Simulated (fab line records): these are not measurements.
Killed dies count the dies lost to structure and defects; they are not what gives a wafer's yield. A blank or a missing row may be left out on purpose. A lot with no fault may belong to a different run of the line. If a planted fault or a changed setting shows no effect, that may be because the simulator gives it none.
Which tool did it? || flow n5Finfet || Sampling: 11 lots, 32 wafers, 4 of 1938 route steps

## WHAT THE GAUGES READ, wafer by wafer
The record lacks any reading of a measuring or inspecting step that a usual standard deviation could be used to judge.

## TOOL THAT RAN EACH LOT (tool first, then ch and the chambers of the sampled wafers, then the start)
{"lot": "L163", "N5_BEOL_M8_ETCH_66": "rieDiel-05 ch 0,1,3, day 9 23:28", "N5_BEOL_M8_CURE_75": "uvCure-01 ch 2, day 10 00:01", "N5_BEOL_M8_SURFACE_TREAT_79": "pvdSputter-03, day 10 01:44", "N5_BEOL_M8_CMP_52": "cmp-03 ch 1,2,3, day 10 02:44"}
{"lot": "L165", "N5_BEOL_M8_ETCH_66": "rieDiel-02 ch 0,3, day 10 10:59", "N5_BEOL_M8_CURE_75": "uvCure-01 ch 2, day 10 11:32", "N5_BEOL_M8_SURFACE_TREAT_79": "pvdSputter-03, day 10 13:22", "N5_BEOL_M8_CMP_52": "cmp-01 ch 0,1,2, day 10 14:34"}
{"lot": "L168", "N5_BEOL_M8_ETCH_66": "rieDiel-04 ch 1,2,3, day 11 05:04", "N5_BEOL_M8_CURE_75": "uvCure-01 ch 1, day 11 05:44", "N5_BEOL_M8_SURFACE_TREAT_79": "pvdSputter-02, day 11 06:38", "N5_BEOL_M8_CMP_52": "cmp-03 ch 1,2, day 11 07:39"}
{"lot": "L166", "N5_BEOL_M8_ETCH_66": "rieDiel-02 ch 0,3, day 11 05:17", "N5_BEOL_M8_CURE_75": "uvCure-03 ch 1, day 11 06:04", "N5_BEOL_M8_SURFACE_TREAT_79": "pvdSputter-01, day 11 08:37", "N5_BEOL_M8_CMP_52": "cmp-03 ch 0,1,2, day 11 09:26"}
{"lot": "L167", "N5_BEOL_M8_ETCH_66": "rieDiel-05 ch 0,2,3, day 11 17:43", "N5_BEOL_M8_CURE_75": "uvCure-03 ch 2, day 11 18:20", "N5_BEOL_M8_SURFACE_TREAT_79": "pvdSputter-01, day 11 19:04", "N5_BEOL_M8_CMP_52": "cmp-01 ch 0,3, day 11 19:45"}
{"lot": "L169", "N5_BEOL_M8_ETCH_66": "rieDiel-02 ch 0,2,3, day 12 02:01", "N5_BEOL_M8_CURE_75": "uvCure-02 ch 2, day 12 02:41", "N5_BEOL_M8_SURFACE_TREAT_79": "pvdSputter-02, day 12 03:31", "N5_BEOL_M8_CMP_52": "cmp-02 ch 1,2,3, day 12 05:08"}
{"lot": "L173", "N5_BEOL_M8_ETCH_66": "rieDiel-04 ch 0,3, day 12 16:26", "N5_BEOL_M8_CURE_75": "uvCure-01 ch 2, day 12 17:10", "N5_BEOL_M8_SURFACE_TREAT_79": "pvdSputter-03, day 12 18:04", "N5_BEOL_M8_CMP_52": "cmp-01 ch 0,1,2, day 12 22:25"}
{"lot": "L175", "N5_BEOL_M8_ETCH_66": "rieDiel-05 ch 0,1,3, day 13 04:31", "N5_BEOL_M8_CURE_75": "uvCure-03 ch 1, day 13 05:03", "N5_BEOL_M8_SURFACE_TREAT_79": "pvdSputter-01, day 13 05:50", "N5_BEOL_M8_CMP_52": "cmp-02 ch 0,1,3, day 13 07:18"}
{"lot": "L176", "N5_BEOL_M8_ETCH_66": "rieDiel-05 ch 2,3, day 13 21:34", "N5_BEOL_M8_CURE_75": "uvCure-01 ch 1, day 13 22:07", "N5_BEOL_M8_SURFACE_TREAT_79": "pvdSputter-02, day 14 00:30", "N5_BEOL_M8_CMP_52": "cmp-02 ch 0,3, day 14 02:09"}
{"lot": "L182", "N5_BEOL_M8_ETCH_66": "rieDiel-04 ch 1,2, day 15 03:39", "N5_BEOL_M8_CURE_75": "uvCure-03 ch 2, day 15 04:22", "N5_BEOL_M8_SURFACE_TREAT_79": "pvdSputter-02, day 15 05:04", "N5_BEOL_M8_CMP_52": "cmp-02 ch 2,3, day 15 07:49"}
{"lot": "L183", "N5_BEOL_M8_ETCH_66": "rieDiel-02 ch 0,2,3, day 15 07:04", "N5_BEOL_M8_CURE_75": "uvCure-03 ch 2, day 15 07:36", "N5_BEOL_M8_SURFACE_TREAT_79": "pvdSputter-02, day 15 08:49", "N5_BEOL_M8_CMP_52": "cmp-02 ch 0,1,3, day 15 09:48"}
- N5_BEOL_M8_ETCH_66: etches SOC in N2/H2, target depth 80 nm, overetch 16 nm, time 120 s.
- N5_BEOL_M8_CURE_75: cures SiCOH lowk, time 120 s.
- N5_BEOL_M8_SURFACE_TREAT_79
- N5_BEOL_M8_CMP_52: polishes, stops on SiCOH lowk, t overpolish 6.9 s, target thk 80 nm.

## AS READ BY THE TOOLS THEMSELVES (means over the sampled wafers that have a number; for cases with no such wafer, the mark the record gives instead)
N5_BEOL_M8_ETCH_66.
{"lot": "L163", "tool": "rieDiel-05", "drypumpMotorCurrentA (A)": 5.8, "oesProductAu (a.u.)": 0.56, "rfVppV (V)": 524, "showerheadPlenumPTorr (Torr)": 2.53, "throttleValvePct (%)": 17.93}
{"lot": "L165", "tool": "rieDiel-02", "drypumpMotorCurrentA (A)": 5.7, "oesProductAu (a.u.)": 0.58, "rfVppV (V)": 528, "showerheadPlenumPTorr (Torr)": 2.65, "throttleValvePct (%)": 17.71}
{"lot": "L168", "tool": "rieDiel-04", "drypumpMotorCurrentA (A)": 6.1, "oesProductAu (a.u.)": 0.58, "rfVppV (V)": 523, "showerheadPlenumPTorr (Torr)": 2.46, "throttleValvePct (%)": 17.84}
{"lot": "L166", "tool": "rieDiel-02", "drypumpMotorCurrentA (A)": 5.5, "oesProductAu (a.u.)": 0.60, "rfVppV (V)": 527, "showerheadPlenumPTorr (Torr)": 2.67, "throttleValvePct (%)": 17.65}
{"lot": "L167", "tool": "rieDiel-05", "drypumpMotorCurrentA (A)": 5.9, "oesProductAu (a.u.)": 0.65, "rfVppV (V)": 526, "showerheadPlenumPTorr (Torr)": 2.65, "throttleValvePct (%)": 17.69}
{"lot": "L169", "tool": "rieDiel-02", "drypumpMotorCurrentA (A)": 5.9, "oesProductAu (a.u.)": 0.63, "rfVppV (V)": 526, "showerheadPlenumPTorr (Torr)": 2.60, "throttleValvePct (%)": 17.70}
{"lot": "L173", "tool": "rieDiel-04", "drypumpMotorCurrentA (A)": 6.3, "oesProductAu (a.u.)": 0.61, "rfVppV (V)": 527, "showerheadPlenumPTorr (Torr)": 2.62, "throttleValvePct (%)": 17.69}
{"lot": "L175", "tool": "rieDiel-05", "drypumpMotorCurrentA (A)": 5.7, "oesProductAu (a.u.)": 0.60, "rfVppV (V)": 523, "showerheadPlenumPTorr (Torr)": 2.52, "throttleValvePct (%)": 17.81}
{"lot": "L176", "tool": "rieDiel-05", "drypumpMotorCurrentA (A)": 6.1, "oesProductAu (a.u.)": 0.67, "rfVppV (V)": 526, "showerheadPlenumPTorr (Torr)": 2.63, "throttleValvePct (%)": 17.71}
{"lot": "L182", "tool": "rieDiel-04", "drypumpMotorCurrentA (A)": 6.1, "oesProductAu (a.u.)": 0.67, "rfVppV (V)": 525, "showerheadPlenumPTorr (Torr)": 2.58, "throttleValvePct (%)": 17.71}
{"lot": "L183", "tool": "rieDiel-02", "drypumpMotorCurrentA (A)": 5.9, "oesProductAu (a.u.)": 0.61, "rfVppV (V)": 526, "showerheadPlenumPTorr (Torr)": 2.60, "throttleValvePct (%)": 17.75}

N5_BEOL_M8_CURE_75.
{"lot": "L163", "tool": "uvCure-01", "lampPowerPct (%)": 52.31, "runLengthS (s)": 178.5, "wafer_temp_C_max": 371.3}
{"lot": "L165", "tool": "uvCure-01", "lampPowerPct (%)": 52.31, "runLengthS (s)": 178.7, "wafer_temp_C_max": 371.3}
{"lot": "L168", "tool": "uvCure-01", "lampPowerPct (%)": 52.27, "runLengthS (s)": 177.2, "wafer_temp_C_max": 372.4}
{"lot": "L166", "tool": "uvCure-03", "lampPowerPct (%)": 52.37, "runLengthS (s)": 177.8, "wafer_temp_C_max": 371.2}
{"lot": "L167", "tool": "uvCure-03", "lampPowerPct (%)": 52.26, "runLengthS (s)": 178.1, "wafer_temp_C_max": 372.3}
{"lot": "L169", "tool": "uvCure-02", "lampPowerPct (%)": 52.30, "runLengthS (s)": 179.3, "wafer_temp_C_max": 371.9}
{"lot": "L173", "tool": "uvCure-01", "lampPowerPct (%)": 52.31, "runLengthS (s)": 178.6, "wafer_temp_C_max": 371.3}
{"lot": "L175", "tool": "uvCure-03", "lampPowerPct (%)": 52.31, "runLengthS (s)": 177.7, "wafer_temp_C_max": 371.3}
{"lot": "L176", "tool": "uvCure-01", "lampPowerPct (%)": 52.24, "runLengthS (s)": 177.7, "wafer_temp_C_max": 372.7}
{"lot": "L182", "tool": "uvCure-03", "lampPowerPct (%)": 51.62, "runLengthS (s)": 163.9, "wafer_temp_C_max": 373.2}
{"lot": "L183", "tool": "uvCure-03", "lampPowerPct (%)": 51.84, "runLengthS (s)": 169.2, "wafer_temp_C_max": 372.1}

N5_BEOL_M8_CMP_52.
{"lot": "L163", "tool": "cmp-03", "barrierFieldEndpointS (s)": 28.6, "headPressurePsi (psi)": 0.9987, "motorCurrentA (A)": 6.3, "overpolishRunS (s)": 6.898, "timeToEndpointS (s)": 62.2}
{"lot": "L165", "tool": "cmp-01", "barrierFieldEndpointS (s)": 28.8, "headPressurePsi (psi)": 1.0022, "motorCurrentA (A)": 6.1, "overpolishRunS (s)": 6.899, "timeToEndpointS (s)": 66.4}
{"lot": "L168", "tool": "cmp-03", "barrierFieldEndpointS (s)": 28.7, "headPressurePsi (psi)": 0.9980, "motorCurrentA (A)": 6.4, "overpolishRunS (s)": 6.897, "timeToEndpointS (s)": 60.4}
{"lot": "L166", "tool": "cmp-03", "barrierFieldEndpointS (s)": 28.8, "headPressurePsi (psi)": 1.0003, "motorCurrentA (A)": 6.4, "overpolishRunS (s)": 6.899, "timeToEndpointS (s)": 60.0}
{"lot": "L167", "tool": "cmp-01", "barrierFieldEndpointS (s)": 28.7, "headPressurePsi (psi)": 1.0011, "motorCurrentA (A)": 5.3, "overpolishRunS (s)": 6.900, "timeToEndpointS (s)": 63.0}
{"lot": "L169", "tool": "cmp-02", "barrierFieldEndpointS (s)": 28.3, "headPressurePsi (psi)": 1.0008, "motorCurrentA (A)": 6.0, "overpolishRunS (s)": 6.904, "timeToEndpointS (s)": 60.2}
{"lot": "L173", "tool": "cmp-01", "barrierFieldEndpointS (s)": 28.3, "headPressurePsi (psi)": 0.9995, "motorCurrentA (A)": 6.3, "overpolishRunS (s)": 6.903, "timeToEndpointS (s)": 60.1}
{"lot": "L175", "tool": "cmp-02", "barrierFieldEndpointS (s)": 29.3, "headPressurePsi (psi)": 0.9989, "motorCurrentA (A)": 5.9, "overpolishRunS (s)": 6.901, "timeToEndpointS (s)": 64.2}
{"lot": "L176", "tool": "cmp-02", "barrierFieldEndpointS (s)": 28.2, "headPressurePsi (psi)": 1.0007, "motorCurrentA (A)": 5.7, "overpolishRunS (s)": 6.904, "timeToEndpointS (s)": 59.8}
{"lot": "L182", "tool": "cmp-02", "barrierFieldEndpointS (s)": 29.0, "headPressurePsi (psi)": 1.0015, "motorCurrentA (A)": 6.2, "overpolishRunS (s)": 6.905, "timeToEndpointS (s)": 60.9}
{"lot": "L183", "tool": "cmp-02", "barrierFieldEndpointS (s)": 28.3, "headPressurePsi (psi)": 1.0001, "motorCurrentA (A)": 5.8, "overpolishRunS (s)": 6.903, "timeToEndpointS (s)": 63.1}

## THE ANSWER, worked out from the rows above alone
Rule: usual is defined by the lots themselves. The widest of any qualifying gaps counts: lots, ordered by their means at a reading, are off when they make up no more than a third of the lots, leave a main group of 4 or more, and stand apart from it by 3 or more times the standard deviation of that group's means. If all means in a main group match to the digits the tables above print for the reading, that group is not used. Also off: a lot with no number at a reading for which 4 or more lots have one. Any other lot the step has rows for is counted as sound. After the gauges, taken in route order, come the tools' own readings; for these a lot's mean is taken, as printed above. At the first step where some lot is off, the reading lying furthest off is the one used; lots without a number count as furthest.
Off at N5_BEOL_M8_CURE_75 (runLengthS): L182, L183. Mean 178.2 s and standard deviation 0.61 in the main group.
If a tool, at that step or one of the process steps before it, ran each lot that is off and ran no sound lot following the first of them, it fits. One fits: uvCure-03 at N5_BEOL_M8_CURE_75. Its last sound lot is L175 (day 13 05:03), its first lot that is off L182 (day 15 04:22): a fault that began between those two fits.
The tool's own readings at N5_BEOL_M8_CURE_75 bear it out: on the lots that are off they differ by more than 5 times the standard deviation of the sound lots' means. lampPowerPct reads 51.73 % there against 52.30 % on the sound lots; runLengthS reads 166.6 s there against 178.2 s on the sound lots.

## WHAT HAD BEEN PUT IN BY THE SIMULATOR
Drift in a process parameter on uvCure-03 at N5_BEOL_M8_CURE_75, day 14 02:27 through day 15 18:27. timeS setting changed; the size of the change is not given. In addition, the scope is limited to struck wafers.
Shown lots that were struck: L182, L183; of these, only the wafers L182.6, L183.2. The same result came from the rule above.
